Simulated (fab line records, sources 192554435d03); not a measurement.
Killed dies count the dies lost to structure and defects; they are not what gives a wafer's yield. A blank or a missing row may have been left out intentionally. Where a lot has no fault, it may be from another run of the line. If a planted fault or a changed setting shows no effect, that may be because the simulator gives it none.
fab line records	flow n5_finfet
record lots=7	wafers=39
route steps=1938 shown BEOL_M9@1446 BEOL_M11@1575 BEOL_M13@1706
start_h: the number of hours between the record's first day and the start of the first shown wafer of the lot	wait_h: time in hours since the lot's previous step	" as in the row above	L1.1+2: a single row standing in for several wafers	- no value present, or no start provided	* or withheld: withheld	< > ~ a bound
route shown NAME@n: a module of which the file shows steps, and the number in the route of the first	usual: mean/standard deviation taken from wafers without a fault	same: alike in all rows	chamber/n: place in a boat	sites: each site's reading	_std_site: standard deviation of those values	_edge_site: mean of outer sites minus mean of inner sites	radius_mm: for every site, how far away it sits from the centre of the wafer	mask NAME#n: copy n	behind: the last tool/chamber to shape the wafer	hold: the reason the lot was held/the length of the hold in hours/how it ended	device: which transistor (n, p or np) failed to switch	end of line: the same wafers' tests at the end of the route	a step given without rows: its recipe and nothing more	killed: dies lost to structure and defects at the first sort, not the wafer's yield	map: the dies of a wafer, with x for killed, . for not killed, _ for no die there
set.NAME: the run value of the setting; set.NAME@STEP: its run value at that earlier step	model.NAME: the simulator's own value behind a step, which no gauge read
lots with deliberately changed settings; one table per step, one row per wafer
## steps
# step N5_BEOL_M9_TRENCH_ETCH_37
# recipe chemistry=C4F6/O2	target_depth_a=1514.3	target=SiCOH_lowk	time_s=49	ion_energy_ev=250	pressure_mtorr=30	source_w=345	bias_w=185	Ar_flow_sccm=300	C4F6_flow_sccm=10	O2_flow_sccm=10
lot.wafer	tool	chamber	start_h	wait_h	set.target_depth_a	model.BEOL_M9.feature_depth_nm	model.etch.depth_nm	model.TiN_of_BEOL_M9_HM_DEP_02.thk_nm
L076.1	rie_diel-04	0	-	-	1514.3	148.4	148.3	16.4
L076.2	"	1	"	"	1179	115.4	115.4	16.8
L076.3	"	2	"	"	1514.3	152.4	152.4	16
L076.4	"	3	"	"	1514.3	146	146.1	16.2
L076.5	"	0	"	"	1179	116.6	116.5	16.8
L076.6	"	3	"	"	1179	113.6	113.7	17
L078.1	rie_diel-06	1	-	-	1514.3	153.6	153.5	15.4
L078.2	"	2	"	"	1514.3	145.4	145.4	16
L078.3	"	3	"	"	1514.3	152.6	152.7	15.4
L078.4	"	0	"	"	1514.3	144	143.9	15.6
L078.5	"	0	"	"	1514.3	144.2	144.2	15.6
L078.6	"	3	"	"	1514.3	153	152.9	15.8
L080.1	rie_diel-06	3	-	-	1514.3	149.2	149.2	15.6
L080.2	"	2	"	"	1514.3	145.8	145.8	16.4
L080.3	"	1	"	"	1514.3	151.6	151.5	15.6
L080.4	"	0	"	"	1514.3	145	145.1	15.8
L080.5	"	0	"	"	1514.3	144	144	16.2
L080.6	"	1	"	"	1514.3	152.6	152.5	15.4
L082.3	rie_diel-04	1	-	-	1514.3	146.8	146.9	15.6
L082.4	"	3	"	"	1514.3	146.6	146.5	15.6
L082.5	"	0	"	"	1514.3	148.6	148.7	15.6
L084.1	rie_diel-03	0	-	-	1514.3	148	148	15.2
L084.2	"	2	"	"	1514.3	153.6	153.7	15.6
L084.3	"	1	"	"	1514.3	148.6	148.6	15.2
L084.4	"	3	"	"	1514.3	157.4	157.5	15.2
L084.5	"	1	"	"	1514.3	149.2	149.3	15.4
L084.6	"	2	"	"	1514.3	152	152	15.6
L091.1	rie_diel-03	1	-	-	1514.3	149.6	149.6	15.6
L091.2	"	3	"	"	2275	232.6	232.7	13.2
L091.3	"	0	"	"	1514.3	148.2	148.3	15.4
L091.4	"	1	"	"	2275	226.6	226.6	13.8
L091.5	"	3	"	"	1514.3	154	154	15.6
L091.6	"	0	"	"	2275	223.4	223.4	13.6
L097.1	rie_diel-04	2	-	-	1141	115.8	115.8	16.8
L097.2	"	0	"	"	1141	114	113.9	16.2
L097.3	"	3	"	"	1514.3	148.8	148.8	15.4
L097.4	"	0	"	"	1514.3	149.8	149.8	15.8
L097.5	"	3	"	"	1514.3	148.4	148.5	15.2
L097.6	"	2	"	"	1141	116.2	116.2	16.6
# step N5_BEOL_M9_ETCH_41
# recipe chemistry=CH3F/O2	target=SiCN	target_depth_a=366	taper_deg=2	time_s=70.1	ion_energy_ev=120	mask_material=TiN	pressure_mtorr=30	source_w=395	bias_w=75	Ar_flow_sccm=150	CH3F_flow_sccm=30	O2_flow_sccm=20
# step N5_BEOL_M9_STRIP_80
# recipe chemistry=N2/H2	time_s=10	power_w=450	temp_c=40	pressure_mtorr=20	rf_frequency_hz=6e+07	bias_power_w=7	n2_flow_sccm=200	h2_flow_sccm=200
# step N5_BEOL_M9_OCD_MEAS_38
# usual trench_depth_nm=150/3.8
lot.wafer	tool	chamber	start_h	wait_h	set.target_depth_a@BEOL_M9_TRENCH_ETCH_37	trench_depth_nm
L076.1	ocd-02	-	232.38	-	1514.3	148
L076.2	"	-	"	"	1179	115
L076.3	"	-	"	"	1514.3	152
L076.4	"	-	"	"	1514.3	146
L076.5	"	-	"	"	1179	117
L076.6	"	-	"	"	1179	114
L078.1	ocd-01	-	259.54	-	1514.3	154
L078.2	"	-	"	"	1514.3	146
L078.3	"	-	"	"	1514.3	153
L078.4	"	-	"	"	1514.3	144
L078.5	"	-	"	"	1514.3	144
L078.6	"	-	"	"	1514.3	153
L080.1	ocd-01	-	262.18	-	1514.3	150
L080.2	"	-	"	"	1514.3	146
L080.3	"	-	"	"	1514.3	151
L080.4	"	-	"	"	1514.3	145
L080.5	"	-	"	"	1514.3	144
L080.6	"	-	"	"	1514.3	153
L082.3	ocd-01	-	271.68	-	1514.3	147
L082.4	"	-	"	"	1514.3	146
L082.5	"	-	"	"	1514.3	149
L084.1	ocd-02	-	281.64	-	1514.3	148
L084.2	"	-	"	"	1514.3	154
L084.3	"	-	"	"	1514.3	148
L084.4	"	-	"	"	1514.3	157
L084.5	"	-	"	"	1514.3	149
L084.6	"	-	"	"	1514.3	152
L091.1	ocd-01	-	349.52	-	1514.3	149
L091.2	"	-	"	"	2275	233
L091.3	"	-	"	"	1514.3	148
L091.4	"	-	"	"	2275	227
L091.5	"	-	"	"	1514.3	154
L091.6	"	-	"	"	2275	223
L097.1	ocd-02	-	364.07	-	1141	116
L097.2	"	-	"	"	1141	114
L097.3	"	-	"	"	1514.3	149
L097.4	"	-	"	"	1514.3	150
L097.5	"	-	"	"	1514.3	148
L097.6	"	-	"	"	1141	116
# step N5_BEOL_M9_HM_STRIP_39
# recipe chemistry=peroxide_tin_strip	material=TiN	target_depth_a=250	temp_c=50	time_s=158
# step N5_BEOL_M9_SRD_40
# recipe time_s=30	temp_c=23	rinse_liquid=diw	dry=ipa_marangoni
# step N5_BEOL_M9_ECD_50
# recipe material=Cu	target_thk_a=3180
# step N5_BEOL_M9_ANNEAL_51
# recipe temp_c=225	time_s=90	ambient=N2
# step N5_BEOL_M9_CMP_52
# recipe stop_on=SiCOH_lowk	t_overpolish_s=7	down_force_psi=1	platen_rpm=50	clearing_platen_down_force_psi=1.5	clearing_platen_rpm=50	post_cmp_clean=cu_alkaline	target_thk_nm=140	clearing_platen_pad_velocity_m_s=0.99484	pad_velocity_m_s=0.99484
lot.wafer	tool	chamber	start_h	wait_h	set.target_depth_a@BEOL_M9_TRENCH_ETCH_37	model.Cu_of_BEOL_M9_ECD_50.thk_nm
L076.4	cmp-03	2	235.59	0.1	1514.3	133.6
L076.3	"	3	"	"	1514.3	141.2
L076.2	"	0	"	"	1179	103.6
L076.1	"	1	"	"	1514.3	137.4
L076.6	"	2	"	"	1179	101
L076.5	"	3	"	"	1179	106.2
L078.3	cmp-01	3	261.97	0.2	1514.3	142.8
L078.4	"	0	"	"	1514.3	132.8
L078.2	"	1	"	"	1514.3	132.6
L078.1	"	2	"	"	1514.3	141
L078.6	"	3	"	"	1514.3	142
L078.5	"	0	"	"	1514.3	133
L080.2	cmp-01	3	264.41	0.4	1514.3	135.4
L080.1	"	0	"	"	1514.3	139.6
L080.3	"	1	"	"	1514.3	140.4
L080.4	"	2	"	"	1514.3	132.8
L080.6	"	3	"	"	1514.3	142
L080.5	"	0	"	"	1514.3	134.2
L082.4	cmp-01	2	273.93	0.2	1514.3	133.4
L082.3	"	3	"	"	1514.3	135.8
L082.5	"	0	"	"	1514.3	137.8
L084.2	cmp-02	0	285.59	0.2	1514.3	143.2
L084.3	"	1	"	"	1514.3	138.6
L084.1	"	2	"	"	1514.3	136
L084.4	"	3	"	"	1514.3	147.6
L084.6	"	0	"	"	1514.3	141.4
L084.5	"	1	"	"	1514.3	138.8
L091.1	cmp-02	3	352.56	0.3	1514.3	137.2
L091.2	"	0	"	"	2275	219.8
L091.3	"	1	"	"	1514.3	137.6
L091.4	"	2	"	"	2275	213.6
L091.5	"	3	"	"	1514.3	142.4
L091.6	"	0	"	"	2275	210
L097.3	cmp-02	0	367.83	0.2	1514.3	136.4
L097.2	"	1	"	"	1141	103
L097.1	"	2	"	"	1141	102.8
L097.4	"	3	"	"	1514.3	139.2
L097.6	"	0	"	"	1141	103.8
L097.5	"	1	"	"	1514.3	136.8
# step N5_BEOL_M9_THK_MEAS_53
# recipe thk_meas_gauge=xrf	reads=Cu_of_BEOL_M9_ECD_50
# usual M9_THK=138/4
lot.wafer	tool	chamber	start_h	wait_h	set.target_depth_a@BEOL_M9_TRENCH_ETCH_37	M9_THK[nm]
L076.1	film_metro-02	-	235.88	-	1514.3	138
L076.2	"	-	"	"	1179	104
L076.3	"	-	"	"	1514.3	142
L076.4	"	-	"	"	1514.3	134
L076.5	"	-	"	"	1179	106
L076.6	"	-	"	"	1179	101
L078.1	film_metro-02	-	262.27	-	1514.3	142
L078.2	"	-	"	"	1514.3	133
L078.3	"	-	"	"	1514.3	144
L078.4	"	-	"	"	1514.3	134
L078.5	"	-	"	"	1514.3	134
L078.6	"	-	"	"	1514.3	143
L080.1	film_metro-01	-	264.70	-	1514.3	139
L080.2	"	-	"	"	1514.3	135
L080.3	"	-	"	"	1514.3	140
L080.4	"	-	"	"	1514.3	132
L080.5	"	-	"	"	1514.3	134
L080.6	"	-	"	"	1514.3	142
L082.3	film_metro-01	-	274.15	-	1514.3	135
L082.4	"	-	"	"	1514.3	133
L082.5	"	-	"	"	1514.3	137
L084.1	film_metro-01	-	285.88	-	1514.3	136
L084.2	"	-	"	"	1514.3	142
L084.3	"	-	"	"	1514.3	138
L084.4	"	-	"	"	1514.3	147
L084.5	"	-	"	"	1514.3	139
L084.6	"	-	"	"	1514.3	141
L091.1	film_metro-01	-	352.85	-	1514.3	136
L091.2	"	-	"	"	2275	218
L091.3	"	-	"	"	1514.3	137
L091.4	"	-	"	"	2275	213
L091.5	"	-	"	"	1514.3	142
L091.6	"	-	"	"	2275	210
L097.1	film_metro-02	-	368.13	-	1141	103
L097.2	"	-	"	"	1141	104
L097.3	"	-	"	"	1514.3	137
L097.4	"	-	"	"	1514.3	139
L097.5	"	-	"	"	1514.3	137
L097.6	"	-	"	"	1141	104
# step N5_BEOL_M9_PRE_CLEAN_55
# recipe gas=NH3	time_s=15	temp_c=withheld	rf_power_w=300
# step N5_BEOL_M9_DEP_56
# recipe material=SiCN	target_thk_a=150	temp_c=withheld	precursor=3MS/NH3	pressure_torr=3	rf_w=202	time_s=26.5
# step N5_BEOL_M9_RS_MEAS_57
# recipe thk_meas_gauge=four-point-probe	reads=Cu_of_BEOL_M9_ECD_50+Co_of_BEOL_M9_CVD_78+TaN_of_BEOL_M9_ALD_74
# usual M9_RS=0.153/0.0049
lot.wafer	tool	chamber	start_h	wait_h	set.target_depth_a@BEOL_M9_TRENCH_ETCH_37	M9_RS[ohm/sq]
L076.1	film_metro-02	-	236.02	0.1	1514.3	0.154
L076.2	"	-	"	"	1179	0.211
L076.3	"	-	"	"	1514.3	0.149
L076.4	"	-	"	"	1514.3	0.159
L076.5	"	-	"	"	1179	0.205
L076.6	"	-	"	"	1179	0.218
L078.1	film_metro-01	-	262.42	0.1	1514.3	0.150
L078.2	"	-	"	"	1514.3	0.161
L078.3	"	-	"	"	1514.3	0.148
L078.4	"	-	"	"	1514.3	0.160
L078.5	"	-	"	"	1514.3	0.160
L078.6	"	-	"	"	1514.3	0.148
L080.1	film_metro-01	-	264.84	0.1	1514.3	0.152
L080.2	"	-	"	"	1514.3	0.157
L080.3	"	-	"	"	1514.3	0.151
L080.4	"	-	"	"	1514.3	0.160
L080.5	"	-	"	"	1514.3	0.159
L080.6	"	-	"	"	1514.3	0.149
L082.3	film_metro-02	-	274.28	0.1	1514.3	0.157
L082.4	"	-	"	"	1514.3	0.159
L082.5	"	-	"	"	1514.3	0.153
L084.1	film_metro-01	-	286.02	0.1	1514.3	0.156
L084.2	"	-	"	"	1514.3	0.148
L084.3	"	-	"	"	1514.3	0.152
L084.4	"	-	"	"	1514.3	0.142
L084.5	"	-	"	"	1514.3	0.152
L084.6	"	-	"	"	1514.3	0.149
L091.1	film_metro-01	-	352.99	0.1	1514.3	0.154
L091.2	"	-	"	"	2275	0.093
L091.3	"	-	"	"	1514.3	0.154
L091.4	"	-	"	"	2275	0.096
L091.5	"	-	"	"	1514.3	0.148
L091.6	"	-	"	"	2275	0.097
L097.1	film_metro-02	-	368.26	0.1	1141	0.213
L097.2	"	-	"	"	1141	0.213
L097.3	"	-	"	"	1514.3	0.155
L097.4	"	-	"	"	1514.3	0.152
L097.5	"	-	"	"	1514.3	0.155
L097.6	"	-	"	"	1141	0.211
# step N5_BEOL_M11_VIA_ETCH_34
# recipe chemistry=C4F6/O2	target=SiCOH_lowk	target_depth_a=1845	mask_material=SOC	taper_deg=4	time_s=69.2	ion_energy_ev=250	pressure_mtorr=30	source_w=345	bias_w=185	Ar_flow_sccm=300	C4F6_flow_sccm=10	O2_flow_sccm=10
lot.wafer	tool	chamber	start_h	wait_h	set.target_depth_a	model.etch.depth_nm	model.SOC_of_BEOL_M11_COAT_63.thk_nm
L076.1	rie_diel-06	3	250.82	0.0	1062	107.2	95.2
L076.2	"	0	"	"	1845	175.3	92
L076.3	"	2	"	"	1062	103.6	95
L076.4	"	1	"	"	1845	189.5	91.6
L076.5	"	3	"	"	1062	106.4	94.8
L076.6	"	0	"	"	1845	176.9	92.4
L078.1	rie_diel-06	1	272.60	0.0	1845	186.5	92.2
L078.2	"	3	"	"	1845	185.4	92.2
L078.3	"	0	"	"	1265	120.8	95
L078.4	"	0	"	"	1845	176.6	93
L078.5	"	1	"	"	1265	127.3	94.8
L078.6	"	3	"	"	1265	126.9	94.8
L080.1+5	rie_diel-06	3	280.97	0.0	1845	186.4	91.6
L080.2	"	0	"	"	1845	178.4	92
L080.3	"	1	"	"	1845	188.9	91.4
L080.4	"	1	"	"	1845	187.1	91.6
L080.6	"	0	"	"	1845	178	92.4
L082.3	rie_diel-06	1	287.86	0.0	1845	187.5	91.4
L082.4	"	3	"	"	1845	185.6	92
L082.5	"	1	"	"	1845	187.9	91.4
L084.1	rie_diel-04	3	295.53	0.0	1384	133.7	94.2
L084.2	"	2	"	"	1845	188.3	92
L084.3	"	1	"	"	1384	137	94.2
L084.4	"	0	"	"	1845	183	91.8
L084.5	"	2	"	"	1384	141	93.8
L084.6	"	1	"	"	1845	181.1	92.2
L091.1	rie_diel-06	1	363.42	0.0	1845	184.9	91.8
L091.2	"	3	"	"	1845	181.4	92.2
L091.3	"	0	"	"	1845	174.6	92.4
L091.4	"	2	"	"	1845	189	91.6
L091.5	"	3	"	"	1845	183	92
L091.6	"	2	"	"	1845	189.9	91.6
L097.1	rie_diel-06	2	380.50	0.0	1845	189.5	91.6
L097.2	"	0	"	"	1845	175.8	92.4
L097.3	"	1	"	"	1170	117.7	94.4
L097.4	"	3	"	"	1170	117.4	94.6
L097.5	"	3	"	"	1845	185.7	92.2
L097.6	"	0	"	"	1170	111.1	95
# step N5_BEOL_M13_SPUTTER_44
# recipe material=Ta	target_thk_a=100	temp_c=50	bias_v=80	power_w=15000	chamber_pressure_pa=0.07	time_s=16.13
lot.wafer	tool	chamber	start_h	wait_h	set.time_s	model.Ta_of_BEOL_M13_SPUTTER_44.thk_nm
L076.1	pvd_sputter-02	-	263.82	0.0	16.13	10.2
L076.2+4+5	"	-	"	"	16.13	10
L076.3	"	-	"	"	16.13	10.4
L076.6	"	-	"	"	16.13	9.8
L078.1	pvd_sputter-02	-	289.87	0.0	12.21	7.8
L078.2+5	"	-	"	"	16.13	10
L078.3	"	-	"	"	16.13	9.8
L078.4	"	-	"	"	12.21	7.4
L078.6	"	-	"	"	12.21	7.6
L080.1	pvd_sputter-02	-	293.13	0.0	19.29	11.8
L080.2+5	"	-	"	"	16.13	10
L080.3	"	-	"	"	16.13	9.8
L080.4	"	-	"	"	19.29	12.2
L080.6	"	-	"	"	19.29	12
L082.3	pvd_sputter-03	-	305.90	0.0	16.13	9.8
L082.4+5	"	-	"	"	16.13	10
L084.1	pvd_sputter-02	-	311.56	0.0	19.16	11.4
L084.2	"	-	"	"	16.13	10.2
L084.3	"	-	"	"	19.16	11.8
L084.4	"	-	"	"	19.16	11.6
L084.5	"	-	"	"	16.13	9.8
L084.6	"	-	"	"	16.13	10
L091.1+3	pvd_sputter-02	-	378.42	0.0	16.13	9.8
L091.2	"	-	"	"	16.13	10.2
L091.4+5	"	-	"	"	9.354	5.8
L091.6	"	-	"	"	9.354	6
L097.1	pvd_sputter-01	-	392.80	0.0	16.13	10.6
L097.2+5+6	"	-	"	"	16.13	10
L097.3+4	"	-	"	"	16.13	10.2
# step N5_BEOL_M13_SPUTTER_45
# recipe material=Cu	target_thk_a=800	temp_c=-20	bias_v=60	power_w=26000	chamber_pressure_pa=0.13	time_s=13.33
# step N5_BEOL_M13_ECD_47
# recipe material=Cu	target_thk_a=9360
# step N5_BEOL_M13_ANNEAL_48
# recipe temp_c=225	time_s=90	ambient=N2
# step N5_BEOL_M13_CMP_49
# recipe stop_on=SiOC	t_overpolish_s=17.1	down_force_psi=1	platen_rpm=50	clearing_platen_down_force_psi=1.5	clearing_platen_rpm=50	post_cmp_clean=cu_alkaline	target_thk_nm=420	clearing_platen_pad_velocity_m_s=0.99484	pad_velocity_m_s=0.99484
# usual barrier_field_endpoint_s=30.6/0.88
lot.wafer	tool	chamber	start_h	wait_h	set.time_s@BEOL_M13_SPUTTER_44	barrier_field_endpoint_s
L076.2	cmp-03	3	264.50	0.2	16.13	30.9
L076.3	"	0	"	"	16.13	31.6
L076.4	"	1	"	"	16.13	30.7
L076.1	"	2	"	"	16.13	30.3
L076.6	"	3	"	"	16.13	30.8
L076.5	"	0	"	"	16.13	30.6
L078.1	cmp-01	1	290.53	0.3	12.21	27.4
L078.4	"	2	"	"	12.21	25.8
L078.3	"	3	"	"	16.13	30.4
L078.2	"	0	"	"	16.13	31.5
L078.6	"	1	"	"	12.21	26.5
L078.5	"	2	"	"	16.13	29.0
L080.2	cmp-02	0	293.90	0.3	16.13	30.6
L080.1	"	1	"	"	19.29	32.9
L080.3	"	2	"	"	16.13	29.2
L080.4	"	3	"	"	19.29	34.2
L080.6	"	0	"	"	19.29	32.4
L080.5	"	1	"	"	16.13	30.9
L082.3	cmp-01	3	306.56	0.2	16.13	30.6
L082.4	"	0	"	"	16.13	31.4
L082.5	"	0	"	"	16.13	30.5
L084.4	cmp-03	1	312.23	0.1	19.16	32.3
L084.1	"	2	"	"	19.16	32.4
L084.2	"	3	"	"	16.13	30.8
L084.3	"	0	"	"	19.16	32.7
L084.6	"	1	"	"	16.13	30.2
L084.5	"	2	"	"	16.13	30.2
L091.1	cmp-03	0	379.08	0.3	16.13	30.4
L091.2	"	1	"	"	16.13	31.7
L091.3	"	2	"	"	16.13	30.8
L091.4	"	3	"	"	9.354	25.4
L091.6	"	0	"	"	9.354	26.1
L091.5	"	1	"	"	9.354	25.6
L097.3	cmp-01	2	394.19	0.2	16.13	30.7
L097.4	"	3	"	"	16.13	32.3
L097.1	"	0	"	"	16.13	32.1
L097.2	"	1	"	"	16.13	30.6
L097.5	"	2	"	"	16.13	30.3
L097.6	"	3	"	"	16.13	30.6
## key
split step=N5_BEOL_M9_TRENCH_ETCH_37	setting=target_depth_a	stated=1514.3	by=wafer
response step=N5_BEOL_M9_TRENCH_ETCH_37	reading=model.BEOL_M9.feature_depth_nm	change=+1.5	per=1%	r=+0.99
response step=N5_BEOL_M9_TRENCH_ETCH_37	reading=model.etch.depth_nm	change=+1.5	per=1%	r=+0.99
response step=N5_BEOL_M9_TRENCH_ETCH_37	reading=model.TiN_of_BEOL_M9_HM_DEP_02.thk_nm	change=-0.0391	per=1%	r=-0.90
response step=N5_BEOL_M9_OCD_MEAS_38	reading=trench_depth_nm	change=+1.5	per=1%	r=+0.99
response step=N5_BEOL_M9_CMP_52	reading=model.Cu_of_BEOL_M9_ECD_50.thk_nm	change=+1.49	per=1%	r=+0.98
response step=N5_BEOL_M9_THK_MEAS_53	reading=M9_THK	change=+1.48	per=1%	r=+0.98
response step=N5_BEOL_M9_RS_MEAS_57	reading=M9_RS	change=-0.00154	per=1%	r=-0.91
split step=N5_BEOL_M11_VIA_ETCH_34	setting=target_depth_a	stated=1845	by=wafer
response step=N5_BEOL_M11_VIA_ETCH_34	reading=model.etch.depth_nm	change=+1.82	per=1%	r=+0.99
response step=N5_BEOL_M11_VIA_ETCH_34	reading=model.SOC_of_BEOL_M11_COAT_63.thk_nm	change=-0.0736	per=1%	r=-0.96
split step=N5_BEOL_M13_SPUTTER_44	setting=time_s	stated=16.13	by=wafer
response step=N5_BEOL_M13_SPUTTER_44	reading=model.Ta_of_BEOL_M13_SPUTTER_44.thk_nm	change=+0.0964	per=1%	r=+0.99
response step=N5_BEOL_M13_CMP_49	reading=barrier_field_endpoint_s	change=+0.131	per=1%	r=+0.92
